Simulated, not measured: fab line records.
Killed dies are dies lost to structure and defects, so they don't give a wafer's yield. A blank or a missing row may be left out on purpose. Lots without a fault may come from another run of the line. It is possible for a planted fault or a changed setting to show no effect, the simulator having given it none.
fab line records ; flow n5-finfet
record: lots: 7; wafers: 21
route steps=1938 shown PASSIVATION@1931
start-h: hours from the record's first day to the start of the lot's first wafer shown ; wait-h: hours since the lot's step before ; " as in the row above ; L1.1+2: a single row standing in for several wafers ; - no value present, or no start provided ; * or withheld: withheld ; < > ~ a bound
route shown NAME@n: a module of which the file shows steps, and the number in the route of the first ; usual: mean/standard deviation taken from wafers without a fault ; same: alike in all rows ; chamber/n: place in a boat ; sites: the reading at each site ; _std_site: standard deviation across them ; _edge_site: mean of outer sites minus mean of inner sites ; radius-mm: how far each site lies from the wafer's centre ; mask NAME#n: copy n ; behind: the last tool/chamber to shape the wafer ; hold: the reason the lot was held/the length of the hold in hours/how it ended ; device: transistor that didn't switch, given as n, p or np ; end of line: at the end of the route, the tests of the same wafers ; a step without rows: its recipe alone ; killed: dies lost to structure and defects at the first sort, not the wafer's yield ; map: dies across one wafer; x = killed, . = not, _ = none there
set.NAME: the setting the step ran with; set.NAME@STEP: the setting that earlier step ran with ; model.NAME: the simulator's own value behind a step, which no gauge read
lots run with intentionally changed settings; tables by step, rows by wafer
== steps ==
step: N5_PASSIVATION_STRIP_48
recipe: chemistry: O2; power-w: 600; temp-c: 60; pressure-mtorr: 30; rf-frequency-hz: 6e+07; bias-power-w: 0; overash-fraction: 0.5; o2-flow-sccm: 225
lot.wafer;tool;chamber;start-h;wait-h;set.power-w
L079.1+5;rie-diel-04;1,0;352.12;0.1;676.5
L079.6;rie-diel-04;3;352.12;0.1;600
L084.1+4;rie-diel-04;1,2;373.38;0.1;600
L084.2;rie-diel-04;3;373.38;0.1;532.7
L081.1+2+5;rie-diel-01;1,2,1;373.60;0.1;600
L087.2+3+4;rie-diel-03;2,3,1;389.87;0.1;600
L091.2;rie-diel-04;1;437.83;0.1;543.6
L091.3+5;rie-diel-04;0;437.83;0.1;600
L093.2+4+6;rie-diel-01;2,0,0;442.82;0.1;600
L096.1+2;rie-diel-04;0,1;459.45;0.1;698.4
L096.5;rie-diel-04;1;459.45;0.1;600
step: N5_PASSIVATION_STRIP_52
recipe: chemistry: post-etch-residue-remover; time-s: 1200; temp-c: 72.5
step: N5_PASSIVATION_CLEAN_71
recipe: chemistry: IPA; time-s: 180; temp-c: 25
step: N5_PASSIVATION_SRD_72
recipe: dry: ipa-marangoni; time-s: 30; temp-c: 23; rinse-liquid: diw
step: N5_PASSIVATION_ANNEAL_56
recipe: temp-c: 400; time-s: 1800; ambient: FGA; idle-temp-c: 300; ramp-up-c-per-min: 5; ramp-down-c-per-min: 3
step: N5_PASSIVATION_PROBE_49
usual: defect-limited-yield: 91.5/1.4; killed_at_M0_to_M3: 34/11; killed_at_M4_up: 15/6; killed-at-contacts: 11/5.9; killed-at-front-end: 37/11; killed-at-other: 3.6/2.9; killed-dies: 101/17; killed-open: 66/12; killed-short: 33/7.8; sort_bin_4_leakage: 0/0; sort_bin_5_function: 5.0/0.97; sort_bin_6_memory: 3.2/0.65; sort_bin_8_speed: 0.02/0.2; sort-n-pass: 1079/17
same: gross-dies: 1180; killed-at-back-side: 0
lot.wafer;tool;chamber;start-h;wait-h;set.time-s@PASSIVATION_PASS_ETCH_47;defect-limited-yield[%];killed_at_M0_to_M3;killed_at_M4_up;killed-at-contacts;killed-at-front-end;killed-at-other;killed-dies;killed-open;killed-short;sort_bin_4_leakage[%];sort_bin_5_function[%];sort_bin_6_memory[%];sort_bin_8_speed[%];sort-n-pass
L079.1;prober-02;-;354.61;0.0;385;51.7;17;473;9;70;1;570;56;17;0;30.1;15.2;0;610
L079.5;prober-02;-;354.81;0.2;385;54.7;27;454;20;33;1;535;67;38;0;26.7;15.3;0;645
L079.6;prober-02;-;354.86;0.3;385;89.5;28;13;5;78;0;124;60;27;0;5.0;5.0;0;1056
L084.1;prober-01;-;375.87;0.0;385;91.9;39;8;9;38;2;96;47;43;90.17;5.1;2.5;1.69;0
L084.2;prober-01;-;375.92;0.1;336.7;68.5;33;176;3;35;125;372;62;22;0;28.7;2.6;2.54;778
L084.4;prober-01;-;376.02;0.2;336.7;74.7;25;182;8;47;37;299;65;24;0;22.0;2.9;0;881
L081.1;prober-02;-;376.09;0.0;305.7;0.3;42;956;11;30;138;1177;75;19;0;75.6;13.7;0;3
L081.2;prober-02;-;376.14;0.1;385;5.7;37;607;22;445;2;1113;76;42;0;64.7;20.2;0;67
L081.5;prober-02;-;376.29;0.2;385;85.3;29;12;110;22;1;174;63;26;0;8.7;5.3;0;1006
L087.2;prober-01;-;392.42;0.1;385;91.2;17;16;26;40;5;104;55;32;0;5.3;3.2;0;1076
L087.3;prober-01;-;392.47;0.1;435.1;91.5;35;20;3;39;3;100;62;38;0;5.5;2.7;0;1080
L087.4;prober-01;-;392.52;0.2;435.1;87.5;35;36;30;44;2;147;60;39;0;7.0;4.7;0.17;1033
L091.2;prober-01;-;440.42;0.1;444.7;63.1;30;19;122;263;2;436;62;27;0;21.5;13.9;0;744
L091.3;prober-01;-;440.47;0.1;444.7;89.0;47;25;16;40;2;130;92;38;0;7.1;3.6;0;1050
L091.5;prober-01;-;440.57;0.2;385;72.4;34;13;28;251;0;326;74;29;0;15.3;11.1;0;854
L093.2;prober-01;-;445.36;0.1;385;90.5;40;15;6;45;6;112;59;51;0;5.3;4.0;0;1068
L093.4;prober-01;-;445.46;0.2;385;91.9;25;11;10;43;6;95;61;31;0;4.6;3.1;0;1085
L093.6;prober-01;-;445.56;0.3;385;90.5;38;22;10;38;4;112;76;35;0;5.9;3.4;0;1068
L096.1;prober-02;-;461.95;0.0;410.6;92.3;20;8;12;48;3;91;59;31;6.53;3.8;3.5;42.97;505
L096.2;prober-02;-;462.00;0.1;385;90.2;42;13;20;36;5;116;77;35;0;5.9;3.7;0;1064
L096.5;prober-02;-;462.15;0.2;385;69.9;23;283;15;31;3;355;57;24;0;19.1;9.4;0;825
killed by level:class
L079.1 BEOL_M4:area-expose=454 GATE_CUT:area-expose=41 BEOL_M4:geometric-particle:open=10 FIN_SAQP:geometric-particle:open=9 MOL_CONTACT_COAG:geometric-particle:open=7 GATE_CUT:geometric-particle:open=5 GATE_CUT:geometric-particle:short=4 BEOL_M6:geometric-particle:open=4
L079.5 BEOL_M4:area-expose=426 MOL_CONTACT_COAG:geometric-particle:open=18 BEOL_M4:geometric-particle:open=12 BEOL_M2:geometric-particle:open=7 BEOL_M2:geometric-particle:short=7 BEOL_M5:geometric-particle:short=7 BEOL_M3:geometric-particle:open=6 DUMMY_GATE:geometric-particle:open=5
L079.6 GATE_CUT:area-expose=35 FIN_SAQP:geometric-particle:short=10 BEOL_M4:geometric-particle:open=8 STI_FIN_REVEAL:geometric-particle:open=7 DUMMY_GATE:geometric-particle:open=7 BEOL_M3:geometric-particle:open=7 BEOL_M0_SAQP:geometric-particle:open=6 BEOL_M2:geometric-particle:short=6
L084.1 BEOL_M0_SAQP:geometric-particle:short=11 GATE_CUT:geometric-particle:short=10 BEOL_M3:geometric-particle:open=9 FIN_SAQP:geometric-particle:short=6 STI_FIN_REVEAL:geometric-particle:open=5 BEOL_M1:geometric-particle:open=5 MOL_CONTACT_COAG:area-expose=5 MOL_CONTACT_COAG:geometric-particle:open=4
L084.2 BEOL_M10:area-peb=155 PASSIVATION:area-etch=120 BEOL_M4:area-expose=13 BEOL_M2:geometric-particle:open=9 FIN_SAQP:geometric-particle:open=7 STI_FIN_REVEAL:geometric-particle:open=7 DUMMY_GATE:geometric-particle:open=7 BEOL_M0_SAQP:geometric-particle:short=6
L084.4 BEOL_M10:area-peb=174 PASSIVATION:area-etch=34 STI_FIN_REVEAL:geometric-particle:open=12 GATE_CUT:geometric-particle:short=8 MOL_CONTACT_COAG:geometric-particle:open=8 BEOL_M3:geometric-particle:open=7 STARTING-WAFER:geometric-particle:open=6 DUMMY_GATE:geometric-particle:open=5
L081.1 BEOL_M4:area-expose=942 PASSIVATION:area-etch=137 BEOL_M1:geometric-particle:open=12 BEOL_M2:geometric-particle:open=10 MOL_CONTACT_COAG:geometric-particle:open=9 BEOL_M4:geometric-particle:open=9 STI_FIN_REVEAL:geometric-particle:open=7 BEOL_M0_SAQP:geometric-particle:short=7
L081.2 BEOL_M4:area-expose=592 GATE_CUT:area-expose=403 STI_FIN_REVEAL:geometric-particle:open=14 MOL_CONTACT_COAG:geometric-particle:open=13 BEOL_M2:geometric-particle:open=11 MOL_CONTACT_COAG:geometric-particle:short=9 GATE_CUT:geometric-particle:short=7 BEOL_M4:geometric-particle:open=7
L081.5 MOL_CONTACT_COAG:area-expose=85 MOL_CONTACT_COAG:geometric-particle:open=24 BEOL_M2:geometric-particle:open=10 BEOL_M1:geometric-particle:short=5 BEOL_M1:geometric-particle:open=5 BEOL_M4:geometric-particle:open=5 STARTING-WAFER:geometric-particle:short=4 STI_FIN_REVEAL:geometric-particle:short=3
L087.2 MOL_CONTACT_COAG:area-expose=17 STI_FIN_REVEAL:geometric-particle:open=8 BEOL_M4:geometric-particle:open=8 GATE_CUT:geometric-particle:short=7 MOL_CONTACT_COAG:geometric-particle:open=7 FIN_SAQP:geometric-particle:open=6 DUMMY_GATE:geometric-particle:open=4 GATE_CUT:geometric-particle:open=4
L087.3 BEOL_M0_SAQP:geometric-particle:short=11 STI_FIN_REVEAL:geometric-particle:open=8 BEOL_M0_SAQP:geometric-particle:open=7 FIN_SAQP:geometric-particle:short=6 FIN_SAQP:geometric-particle:open=6 BEOL_M1:geometric-particle:open=6 BEOL_M2:geometric-particle:open=5 BEOL_M4:geometric-particle:open=5
L087.4 MOL_CONTACT_COAG:area-expose=22 BEOL_M4:area-expose=22 BEOL_M0_SAQP:geometric-particle:short=12 STI_FIN_REVEAL:geometric-particle:open=11 GATE_CUT:geometric-particle:short=8 BEOL_M0_SAQP:geometric-particle:open=7 BEOL_M2:geometric-particle:open=7 DUMMY_GATE:geometric-particle:open=5
L091.2 GATE_CUT:area-expose=238 MOL_CONTACT_COAG:area-expose=107 STI_FIN_REVEAL:geometric-particle:open=13 MOL_CONTACT_COAG:geometric-particle:open=13 BEOL_M0_SAQP:geometric-particle:short=6 BEOL_M0:geometric-particle:short=6 BEOL_M5:geometric-particle:open=6 BEOL_M1:geometric-particle:open=5
L091.3 BEOL_M1:geometric-particle:open=14 STI_FIN_REVEAL:geometric-particle:open=12 MOL_CONTACT_COAG:geometric-particle:open=11 BEOL_M4:geometric-particle:open=8 BEOL_M0_SAQP:geometric-particle:short=7 BEOL_M2:geometric-particle:open=6 BEOL_M3:geometric-particle:open=6 BEOL_M7:geometric-particle:open=6
L091.5 GATE_CUT:area-expose=223 MOL_CONTACT_COAG:geometric-particle:open=23 STI_FIN_REVEAL:geometric-particle:open=13 BEOL_M0_SAQP:geometric-particle:short=8 BEOL_M0_SAQP:geometric-particle:open=7 BEOL_M1:geometric-particle:open=6 MOL_CONTACT_COAG:geometric-particle:short=5 BEOL_M2:geometric-particle:open=5
L093.2 BEOL_M0_SAQP:geometric-particle:short=15 FIN_SAQP:geometric-particle:short=9 BEOL_M3:geometric-particle:open=7 BEOL_M0_SAQP:geometric-particle:open=6 STI_FIN_REVEAL:geometric-particle:open=5 STARTING-WAFER:geometric-particle:open=5 FIN_SAQP:geometric-particle:open=4 GATE_CUT:geometric-particle:open=4
L093.4 FIN_SAQP:geometric-particle:short=10 BEOL_M4:geometric-particle:open=9 FIN_SAQP:geometric-particle:open=7 GATE_CUT:geometric-particle:short=7 STARTING-WAFER:geometric-particle:open=7 MOL_CONTACT_COAG:geometric-particle:open=6 BEOL_M0_SAQP:geometric-particle:short=6 BEOL_M2:geometric-particle:open=5
L093.6 BEOL_M0_SAQP:geometric-particle:open=9 BEOL_M2:geometric-particle:open=8 FIN_SAQP:geometric-particle:short=7 MOL_CONTACT_COAG:geometric-particle:open=7 BEOL_M4:geometric-particle:open=7 FIN_SAQP:geometric-particle:open=6 BEOL_M0_SAQP:geometric-particle:short=6 BEOL_M0:geometric-particle:open=6
L096.1 STI_FIN_REVEAL:geometric-particle:open=11 FIN_SAQP:geometric-particle:open=9 FIN_SAQP:geometric-particle:short=8 MOL_CONTACT_COAG:geometric-particle:open=8 BEOL_M0_SAQP:geometric-particle:open=8 GATE_CUT:geometric-particle:open=5 STI_FIN_REVEAL:geometric-particle:short=4 GATE_CUT:geometric-particle:short=3
L096.2 MOL_CONTACT_COAG:geometric-particle:open=13 STI_FIN_REVEAL:geometric-particle:open=12 BEOL_M3:geometric-particle:open=10 FIN_SAQP:geometric-particle:open=8 BEOL_M0_SAQP:geometric-particle:open=8 BEOL_M0_SAQP:geometric-particle:short=7 FIN_SAQP:geometric-particle:short=6 MOL_CONTACT_COAG:geometric-particle:short=6
L096.5 BEOL_M4:area-expose=270 MOL_CONTACT_COAG:geometric-particle:open=11 BEOL_M3:geometric-particle:open=9 STI_FIN_REVEAL:geometric-particle:open=7 BEOL_M4:geometric-particle:open=6 FIN_SAQP:geometric-particle:open=4 FIN_SAQP:geometric-particle:short=4 BEOL_M0_SAQP:geometric-particle:open=4
== key ==
split: step: N5_PASSIVATION_STRIP_48; setting: power-w; stated: 600; by: wafer
response none clear
split outside-this-file step=N5_PASSIVATION_PASS_ETCH_47 setting=time-s
split outside-this-file: this setting was split too, and the file shows its column; the key of that split is in another file
